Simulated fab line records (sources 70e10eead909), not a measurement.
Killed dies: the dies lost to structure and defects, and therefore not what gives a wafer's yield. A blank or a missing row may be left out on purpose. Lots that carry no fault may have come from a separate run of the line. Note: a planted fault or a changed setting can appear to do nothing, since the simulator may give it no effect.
Matching of chambers || flow nandHarc || 4 sister chambers for NHARC_A_CONTACT_DESCUM_47 on rieDiel-04
The step chemistry O2, time 3 s. 14 wafers are shown with their chamber, then 7 later ones without.

== WAFERS PAIRED WITH THEIR CHAMBERS ==
{"wafer": "L706.2", "chamber": 0, "drypumpMotorCurrentA (A)": 5.9, "showerheadPlenumPTorr (Torr)": 1.95, "oesProductAu (a.u.)": 1.013}
{"wafer": "L706.3", "chamber": 1, "drypumpMotorCurrentA (A)": 5.5, "showerheadPlenumPTorr (Torr)": 2.04, "oesProductAu (a.u.)": 1.010}
{"wafer": "L706.6", "chamber": 2, "drypumpMotorCurrentA (A)": 5.8, "showerheadPlenumPTorr (Torr)": 1.89, "oesProductAu (a.u.)": 0.992}
{"wafer": "L708.1", "chamber": 3, "drypumpMotorCurrentA (A)": 5.1, "showerheadPlenumPTorr (Torr)": 1.82, "oesProductAu (a.u.)": 1.002}
{"wafer": "L708.5", "chamber": 1, "drypumpMotorCurrentA (A)": 5.5, "showerheadPlenumPTorr (Torr)": 2.04, "oesProductAu (a.u.)": 0.995}
{"wafer": "L708.6", "chamber": 0, "drypumpMotorCurrentA (A)": 5.9, "showerheadPlenumPTorr (Torr)": 1.95, "oesProductAu (a.u.)": 1.009}
{"wafer": "L709.1", "chamber": 0, "drypumpMotorCurrentA (A)": 5.8, "showerheadPlenumPTorr (Torr)": 1.95, "oesProductAu (a.u.)": 1.025}
{"wafer": "L709.4", "chamber": 2, "drypumpMotorCurrentA (A)": 5.8, "showerheadPlenumPTorr (Torr)": 1.88, "oesProductAu (a.u.)": 1.001}
{"wafer": "L709.6", "chamber": 2, "drypumpMotorCurrentA (A)": 5.8, "showerheadPlenumPTorr (Torr)": 1.88, "oesProductAu (a.u.)": 0.996}
{"wafer": "L713.1", "chamber": 1, "drypumpMotorCurrentA (A)": 5.5, "showerheadPlenumPTorr (Torr)": 2.03, "oesProductAu (a.u.)": 1.003}
{"wafer": "L713.2", "chamber": 0, "drypumpMotorCurrentA (A)": 5.8, "showerheadPlenumPTorr (Torr)": 1.95, "oesProductAu (a.u.)": 1.012}
{"wafer": "L713.4", "chamber": 3, "drypumpMotorCurrentA (A)": 5.1, "showerheadPlenumPTorr (Torr)": 1.81, "oesProductAu (a.u.)": 0.993}
{"wafer": "L714.1", "chamber": 1, "drypumpMotorCurrentA (A)": 5.5, "showerheadPlenumPTorr (Torr)": 2.03, "oesProductAu (a.u.)": 0.995}
{"wafer": "L714.3", "chamber": 2, "drypumpMotorCurrentA (A)": 5.8, "showerheadPlenumPTorr (Torr)": 1.88, "oesProductAu (a.u.)": 0.997}

SIGNATURES (averages over the wafers above)
{"reading": "drypumpMotorCurrentA", "chamber 0": 5.850, "chamber 1": 5.500, "chamber 2": 5.800, "chamber 3": 5.100, "scatter within a chamber": 0.0316}
{"reading": "showerheadPlenumPTorr", "chamber 0": 1.9500, "chamber 1": 2.0350, "chamber 2": 1.8825, "chamber 3": 1.8150, "scatter within a chamber": 0.00474}
{"reading": "oesProductAu", "chamber 0": 1.01475, "chamber 1": 1.00075, "chamber 2": 0.99650, "chamber 3": 0.99750, "scatter within a chamber": 0.00622}
Rule: a wafer's distance from a chamber is the root of the sum, over the readings, of the square of ((its reading less the chamber's mean) divided by the reading's scatter). The wafer belongs to the nearest chamber; if the next one is less than 2 further off, it can't be placed. The scatter: the root of (the sum of the squares of (reading less its chamber's mean) over the shown wafers, divided by (wafers less chambers)).

== WAFERS WHOSE CHAMBER IS MISSING ==
{"wafer": "L714.6", "drypumpMotorCurrentA (A)": 5.9, "showerheadPlenumPTorr (Torr)": 1.95, "oesProductAu (a.u.)": 1.000}
{"wafer": "L725.3", "drypumpMotorCurrentA (A)": 5.8, "showerheadPlenumPTorr (Torr)": 1.95, "oesProductAu (a.u.)": 1.008}
{"wafer": "L725.4", "drypumpMotorCurrentA (A)": 5.8, "showerheadPlenumPTorr (Torr)": 1.88, "oesProductAu (a.u.)": 1.004}
{"wafer": "L725.6", "drypumpMotorCurrentA (A)": 5.1, "showerheadPlenumPTorr (Torr)": 1.81, "oesProductAu (a.u.)": 0.985}
{"wafer": "L728.1", "drypumpMotorCurrentA (A)": 5.8, "showerheadPlenumPTorr (Torr)": 1.88, "oesProductAu (a.u.)": 1.004}
{"wafer": "L728.3", "drypumpMotorCurrentA (A)": 5.1, "showerheadPlenumPTorr (Torr)": 1.81, "oesProductAu (a.u.)": 0.990}
{"wafer": "L728.6", "drypumpMotorCurrentA (A)": 5.8, "showerheadPlenumPTorr (Torr)": 1.94, "oesProductAu (a.u.)": 0.997}

== WHICH CHAMBER EACH ONE RAN IN ==
{"wafer": "L714.6", "from the rows above": 0, "in truth": 0}
{"wafer": "L725.3", "from the rows above": 0, "in truth": 0}
{"wafer": "L725.4", "from the rows above": 2, "in truth": 2}
{"wafer": "L725.6", "from the rows above": 3, "in truth": 3}
{"wafer": "L728.1", "from the rows above": 2, "in truth": 2}
{"wafer": "L728.3", "from the rows above": 3, "in truth": 3}
{"wafer": "L728.6", "from the rows above": 0, "in truth": 0}
Correctly placed: 7 of 7. Can't be placed from these rows: 0. Placed wrongly: 0.
